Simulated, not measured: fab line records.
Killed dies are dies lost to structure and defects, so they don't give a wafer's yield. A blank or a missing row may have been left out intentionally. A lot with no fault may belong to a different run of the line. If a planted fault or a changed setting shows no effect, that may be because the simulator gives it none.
fab line records	flow nand-harc
record lots=13	wafers=38	last-day=25
route steps=1159 shown P_BONDPAD@385 A_ZERO_WELL@404 A_SOURCE_PLATE@423 A_ONON_D1@438 END@1159
lots untouched by any fault: they come from a run of this same line in which no faults occurred
start-h: start of the lot's first displayed wafer, in hours after the record's first day	wait-h: how many hours have passed since the lot's step before this one	" the same as in the row above	L1.1+2: a single row standing in for several wafers	- value missing, or start not given	* or withheld: withheld	< > ~ a bound
route shown NAME@n: a module of which the file shows steps, and the number in the route of the first	usual: the fault-free wafers' mean and standard deviation	same: alike in all rows	chamber/n: place in a boat	sites: readings site by site	_std_site: how widely they spread, as a standard deviation	_edge_site: inner sites' mean taken away from outer sites' mean	radius-mm: how far each site lies from the wafer's centre	mask NAME#n: copy n	behind: the most recent tool/chamber to have shaped the wafer	hold: what put the lot on hold/how long, in hours/how the hold closed	device: whichever transistor did not switch (one of n, p or np)	end of line: the same wafers' tests at the end of the route	step lacking rows: just its recipe	killed: dies lost to structure and defects at the first sort, not the wafer's yield	map: the dies of a wafer, with x for killed, . for not killed, _ for no die there
set.NAME: the run value of the setting; set.NAME@STEP: its run value at that earlier step	model.NAME: the simulator's own value behind a step, which no gauge read
steps of the route over a sample of lots; a table a step, a row a wafer
services: when a tool's chamber went out of use (start-h, in hours from the record's first day, below 0 if earlier), for how many hours, and the reason
## steps
# step NHARC_P_BONDPAD_INSPECT_23
# usual raw-defect-count=334/120
lot.wafer	tool	chamber	start-h	wait-h	raw-defect-count
L432.3	defect-inspect-02	-	141.30	0.0	461
L432.5	"	-	"	"	359
L432.6	"	-	"	"	394
L431.4	defect-inspect-02	-	142.92	0.1	442
L431.5	"	-	"	"	307
L431.6	"	-	"	"	251
L434.1	defect-inspect-02	-	152.06	0.0	250
L434.3	"	-	"	"	270
L434.5	"	-	"	"	398
L435.2	defect-inspect-02	-	152.38	0.0	190
L435.5	"	-	"	"	153
L435.6	"	-	"	"	259
L441.1	defect-inspect-02	-	189.38	0.0	672
L441.4	"	-	"	"	839
L445.4	defect-inspect-01	-	210.92	0.0	271
L445.5	"	-	"	"	267
L445.6	"	-	"	"	431
L443.1	defect-inspect-02	-	211.55	0.0	213
L443.2	"	-	"	"	169
L443.3	"	-	"	"	275
L442.4	defect-inspect-01	-	211.75	0.0	289
L442.5	"	-	"	"	342
L442.6	"	-	"	"	261
L446.1	defect-inspect-01	-	233.85	0.0	526
L446.3	"	-	"	"	431
L446.6	"	-	"	"	452
L448.2	defect-inspect-01	-	234.66	0.0	443
L448.4	"	-	"	"	380
L448.6	"	-	"	"	286
L450.1	defect-inspect-01	-	242.68	0.0	223
L450.2	"	-	"	"	205
L450.3	"	-	"	"	303
L451.1	defect-inspect-02	-	249.82	0.0	617
L451.4	"	-	"	"	286
L451.6	"	-	"	"	364
L454.1	defect-inspect-01	-	268.60	0.0	237
L454.2	"	-	"	"	205
L454.6	"	-	"	"	282
# step NHARC_A_ZERO_WELL_ETCH_19
# recipe target-depth-a=800	overetch-a=240	time-s=87.88	ion-energy-ev=200	n2-flow-sccm=150	h2-flow-sccm=150	ar-flow-sccm=0	rf-w=400	bias-w=150	chemistry=N2/H2
# usual drypump-motor-current-A=5.6/0.38	oes-product-au=1.000/0.0069	rf-vpp-V=430.0/2.1	showerhead-plenum-p-Torr=2.02/0.073	throttle-valve-pct=14.171/0.0085
lot.wafer	tool	chamber	start-h	wait-h	drypump-motor-current-A	oes-product-au	rf-hours-counter-h	rf-vpp-V	showerhead-plenum-p-Torr	throttle-valve-pct
L432.3	rie-diel-10	2	142.87	0.1	6.4	0.996	9	431.3	2.12	14.183
L432.6	"	2	"	"	6.4	1.004	-	432.7	2.12	14.187
L432.5	"	3	"	"	5.0	1.007	-	430.1	2.04	14.156
L431.4	rie-diel-02	3	144.48	0.1	5.9	1.003	18	429.8	1.98	14.151
L431.6	"	1	"	"	5.8	0.991	-	429.6	2.00	14.170
L431.5	"	2	"	"	5.3	0.993	-	425.0	1.89	14.170
L434.3	rie-diel-10	0	153.65	0.1	5.0	1.005	10	432.6	2.15	14.168
L434.1	"	1	"	"	5.6	1.000	10	428.4	1.96	14.179
L434.5	"	2	"	"	6.4	1.002	-	432.1	2.12	14.177
L435.2	rie-diel-08	2	153.97	0.1	6.0	1.000	1	431.8	2.07	14.167
L435.6	"	2	"	"	6.0	0.995	-	432.3	2.07	14.164
L435.5	"	3	"	"	5.5	1.005	-	430.3	2.04	14.176
L441.4	rie-diel-02	2	190.93	0.1	5.3	1.005	2	426.5	1.89	14.164
L441.1	"	3	"	"	5.9	1.004	3	429.0	1.98	14.172
L445.6	rie-diel-08	1	212.38	0.1	5.3	0.996	-	427.3	1.93	14.170
L445.5	"	3	"	"	5.6	1.005	-	430.0	2.04	14.175
L445.4	"	0	"	"	5.6	0.998	-	430.9	2.08	14.171
L443.2	rie-diel-08	0	213.18	0.1	5.7	1.000	4	431.7	2.08	14.179
L443.1	"	1	"	"	5.3	0.981	4	427.1	1.93	14.168
L443.3	"	3	"	"	5.5	1.014	4	429.7	2.04	14.152
L442.5	rie-diel-10	1	213.36	0.1	5.6	1.010	-	428.1	1.95	14.163
L442.6	"	2	"	"	6.4	0.996	-	433.9	2.12	14.169
L442.4	"	0	"	"	5.0	0.991	-	432.2	2.15	14.181
L446.3	rie-diel-08	1	235.40	0.1	5.3	0.989	6	427.5	1.93	14.183
L446.1	"	2	"	"	6.0	0.995	3	430.7	2.07	14.169
L446.6	"	1	"	"	5.3	0.997	-	427.0	1.93	14.152
L448.2	rie-diel-10	2	236.37	0.1	6.4	1.016	4	433.2	2.12	14.177
L448.4	"	0	"	"	5.0	0.997	-	433.2	2.15	14.172
L448.6	"	0	"	"	5.0	0.998	-	431.8	2.15	14.181
L450.3	rie-diel-08	0	244.25	0.1	5.6	0.994	6	432.8	2.08	14.177
L450.1	"	1	"	"	5.4	1.005	6	428.0	1.93	14.185
L450.2	"	2	"	"	6.0	0.990	3	432.4	2.07	14.184
L451.1	rie-diel-10	0	251.40	0.1	5.0	0.995	6	433.9	2.15	14.158
L451.4	"	3	"	"	4.9	1.011	1	431.5	2.04	14.162
L451.6	"	1	"	"	5.6	1.014	-	427.5	1.95	14.178
L454.2	rie-diel-02	3	270.15	0.1	6.0	1.002	12	428.9	1.98	14.180
L454.1	"	1	"	"	5.8	1.004	11	428.2	2.00	14.171
L454.6	"	3	"	"	5.9	0.995	-	428.7	1.98	14.180
# step NHARC_A_SOURCE_PLATE_INSPECT_08
# usual raw-defect-count=61/23
lot.wafer	tool	chamber	start-h	wait-h	raw-defect-count
L432.3	defect-inspect-02	-	164.39	0.0	64
L432.5	"	-	"	"	31
L432.6	"	-	"	"	34
L431.4	defect-inspect-01	-	164.40	0.0	69
L431.5	"	-	"	"	104
L431.6	"	-	"	"	60
L435.2	defect-inspect-01	-	178.81	0.0	43
L435.5	"	-	"	"	73
L435.6	"	-	"	"	34
L434.1	defect-inspect-01	-	178.83	0.0	40
L434.3	"	-	"	"	28
L434.5	"	-	"	"	49
L441.1	defect-inspect-02	-	216.62	0.0	55
L441.4	"	-	"	"	43
L445.4	defect-inspect-01	-	236.61	0.0	37
L445.5	"	-	"	"	36
L445.6	"	-	"	"	54
L442.4	defect-inspect-02	-	236.61	0.0	71
L442.5	"	-	"	"	59
L442.6	"	-	"	"	35
L443.1	defect-inspect-01	-	236.65	0.0	35
L443.2	"	-	"	"	94
L443.3	"	-	"	"	57
L446.1	defect-inspect-01	-	257.14	0.0	41
L446.3	"	-	"	"	41
L446.6	"	-	"	"	40
L448.2	defect-inspect-02	-	257.16	0.0	62
L448.4	"	-	"	"	72
L448.6	"	-	"	"	39
L450.1	defect-inspect-01	-	265.50	0.0	78
L450.2	"	-	"	"	92
L450.3	"	-	"	"	62
L451.1	defect-inspect-02	-	275.01	0.0	115
L451.4	"	-	"	"	77
L451.6	"	-	"	"	73
L454.1	defect-inspect-02	-	292.11	0.0	117
L454.2	"	-	"	"	100
L454.6	"	-	"	"	47
# step NHARC_A_ONON_D1_DEP_19
# recipe target-thk-a=10000	n2-flow-sccm=2750	n2o-flow-sccm=2000	nh3-flow-sccm=500	sih4-flow-sccm=210	temp-c=400
lot.wafer	tool	chamber	start-h	wait-h
L432.3+5+6	pecvd-onon-01	0	177.94	0.2
L431.4+5+6	pecvd-onon-02	0	178.01	0.2
L435.2+5+6	pecvd-onon-04	0	189.01	0.2
L434.1+3+5	pecvd-onon-01	0	189.17	0.1
L441.1+4	pecvd-onon-04	0	230.05	0.1
L443.1+2+3	pecvd-onon-01	0	257.55	0.2
L445.4+5+6	pecvd-onon-02	0	257.75	0.4
L442.4+5+6	pecvd-onon-04	0	258.04	0.7
L446.1+3+6	pecvd-onon-02	0	268.04	0.1
L448.2+4+6	pecvd-onon-01	0	268.24	0.1
L450.1+2+3	pecvd-onon-01	0	275.50	0.1
L451.1+4+6	pecvd-onon-02	0	285.93	0.1
L454.1+2+6	pecvd-onon-01	0	302.16	0.1
# step NHARC_A_ONON_D1_THK_MEAS_21
# recipe thk-meas-gauge=ellipsometry
# usual thk-nm=998/9.6
lot.wafer	tool	chamber	start-h	wait-h	thk-nm
L432.3	film-metro-01	-	178.33	-	1004
L432.5	"	-	"	"	1006
L432.6	"	-	"	"	1006
L431.4	film-metro-01	-	178.35	-	992
L431.5	"	-	"	"	993
L431.6	"	-	"	"	995
L435.2	film-metro-02	-	189.46	-	1000
L435.5	"	-	"	"	1001
L435.6	"	-	"	"	999
L434.1	film-metro-02	-	189.68	-	977
L434.3	"	-	"	"	979
L434.5	"	-	"	"	977
L441.1	film-metro-02	-	230.56	-	1418
L441.4	"	-	"	"	1003
L443.1	film-metro-02	-	258.06	-	999
L443.2	"	-	"	"	999
L443.3	"	-	"	"	998
L445.4	film-metro-01	-	258.09	-	993
L445.5	"	-	"	"	994
L445.6	"	-	"	"	991
L442.4	film-metro-01	-	258.38	-	995
L442.5	"	-	"	"	994
L442.6	"	-	"	"	1408
L446.1	film-metro-01	-	268.55	-	997
L446.3	"	-	"	"	996
L446.6	"	-	"	"	995
L448.2	film-metro-02	-	268.69	-	985
L448.4	"	-	"	"	987
L448.6	"	-	"	"	987
L450.1	film-metro-02	-	276.02	-	1002
L450.2	"	-	"	"	1003
L450.3	"	-	"	"	1004
L451.1	film-metro-01	-	286.44	-	971
L451.4	"	-	"	"	972
L451.6	"	-	"	"	972
L454.1	film-metro-02	-	302.68	-	1000
L454.2	"	-	"	"	996
L454.6	"	-	"	"	997
# step NHARC_END_SORT_01
# recipe temp-c=25
# usual killed-at-array=25/9.8	killed-at-other=0.8/1.1	killed-at-periphery=3.3/2.1	killed-dies=29/10	killed-open=3.3/1.8	killed-short=1.9/1.4
# same gross-dies=677
lot.wafer	tool	chamber	start-h	wait-h	killed-at-array	killed-at-other	killed-at-periphery	killed-dies	killed-open	killed-short
L441.1	prober-02	0	502.06	2.5	675	0	2	677	5	5
L441.4	prober-02	0	504.45	3.4	17	1	1	19	3	2
L442.4	prober-01	0	542.82	3.4	24	1	5	30	3	4
L442.5	prober-01	0	543.61	3.7	27	1	4	32	5	1
L442.6	prober-01	0	544.41	4.0	675	0	2	677	3	0
L443.3	prober-01	0	549.80	3.1	13	0	2	15	4	2
# killed by level:class
L441.1 A_ONON_D1:area-dep=653 A_CHANNEL_HOLE_D1:chamber-film-flake=5 A_WL_FILL:geometric-particle:short=4 A_SGD_CUT:geometric-particle:open=2 P_CONTACT:chamber-film-flake=2 A_STAIRCASE:chamber-film-flake=2 A_SGD_CUT:chamber-film-flake=2 A_CONTACT:chamber-film-flake=2
L441.4 A_CHANNEL_HOLE_D1:chamber-film-flake=3 A_SGD_CUT:chamber-film-flake=3 A_CONTACT:chamber-film-flake=3 A_STAIRCASE:chamber-film-flake=2 A_CHANNEL_FILL_D1:geometric-particle:open=1 A_WL_FILL:geometric-particle:short=1 A_CONTACT:geometric-particle:open=1 A_M0:geometric-particle:open=1
L442.4 A_CHANNEL_HOLE_D1:chamber-film-flake=18 A_WL_FILL:geometric-particle:short=2 P_STI:chamber-film-flake=2 P_CONTACT:geometric-particle:open=1 P_M0:geometric-particle:open=1 P_M2:geometric-particle:open=1 A_SGD_CUT:geometric-particle:short=1 A_SLIT:geometric-particle:short=1
L442.5 A_CHANNEL_HOLE_D1:chamber-film-flake=19 A_CONTACT:geometric-particle:open=2 P_STI:chamber-film-flake=2 A_M1:chamber-film-flake=2 P_CONTACT:geometric-particle:open=1 P_M0:geometric-particle:open=1 A_ONON_D1:geometric-particle:open=1 STARTING-WAFER:geometric-particle:short=1
L442.6 A_ONON_D1:area-dep=652 A_CHANNEL_HOLE_D1:chamber-film-flake=12 A_STAIRCASE:chamber-film-flake=6 P_M0:geometric-particle:open=1 A_CHANNEL_HOLE_D1:geometric-particle:open=1 A_BLC:geometric-particle:open=1 P_GATE:chamber-film-flake=1 A_SLIT:chamber-film-flake=1
L443.3 A_CHANNEL_HOLE_D1:chamber-film-flake=5 A_STAIRCASE:chamber-film-flake=2 P_M1:geometric-particle:open=1 A_CHANNEL_FILL_D1:geometric-particle:open=1 A_SGD_CUT:geometric-particle:short=1 A_CONTACT:geometric-particle:short=1 A_BLC:geometric-particle:open=1 A_M0:geometric-particle:open=1
## services
tool	chamber	start-h	hours	kind
rie-diel-10	2	120.84	7.3	repair
rie-diel-08	-	124.80	9.0	pm
rie-diel-08	0	124.80	9.0	vent-cycle
rie-diel-08	1	124.80	9.0	vent-cycle
rie-diel-08	2	124.80	13.8	vent-cycle
rie-diel-08	3	124.80	9.0	vent-cycle
rie-diel-10	0	131.00	-	clean
rie-diel-10	1	131.00	-	clean
rie-diel-02	-	150.03	0.5	repair
rie-diel-02	-	150.73	9.0	pm
rie-diel-08	-	156.22	0.1	repair
rie-diel-08	1	170.02	8.7	repair
rie-diel-08	2	173.35	50.0	repair
rie-diel-10	-	176.53	9.0	pm
pecvd-onon-01	-	195.04	13.0	pm
rie-diel-08	3	200.66	10.0	repair
rie-diel-10	3	205.56	44.2	repair
rie-diel-08	0	215.29	1.9	repair
rie-diel-10	1	231.61	14.3	repair
pecvd-onon-04	-	237.37	13.0	pm
rie-diel-02	1	262.61	6.8	repair
rie-diel-08	-	275.15	0.5	repair
pecvd-onon-02	-	292.00	13.0	pm
rie-diel-08	-	301.80	9.0	pm
## key
first-sign step=NHARC_A_ONON_D1_THK_MEAS_21	reading=thk-nm	direction=up	sigmas=43	usual=998	struck=1413
effect step=NHARC_END_SORT_01	reading=killed-at-array	direction=up	sigmas=66	usual=25	struck=675
more-kills-born-at NHARC_A_ONON_D1_DEP_19@pecvd-onon-04=1305
met-at NHARC_A_ONON_D1_DEP_19
struck-lots L441,L442
struck-wafers L441.1,L442.6
later-rows-left-out L441.1,L442.6
tester-left-out L441,L442
not-acting-at NHARC_P_BONDPAD_INSPECT_23,NHARC_A_ZERO_WELL_ETCH_19,NHARC_A_SOURCE_PLATE_INSPECT_08
onset-between 189.01 230.05
fault kind=process-parameter-drift	tool=pecvd-onon-04	chamber=-	onset-h=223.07	steps=NHARC_A_ONON_D1_DEP_19	channel=target-thk-a	offset=*	shape=step	end-h=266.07	scope=struck-wafers-only	acts-in=*	stated=*
# tester-left-out: of these lots the tester's yield and bins aren't shown, on N5 and GAA mostly nor the transistor test; their killed dies are dies lost to structure and defects alone, not to doping, threshold or leakage, so they don't give the yield
# later-rows-left-out: the simulator's readings of these wafers behind a module that went badly wrong aren't trusted and aren't shown, but for the sort
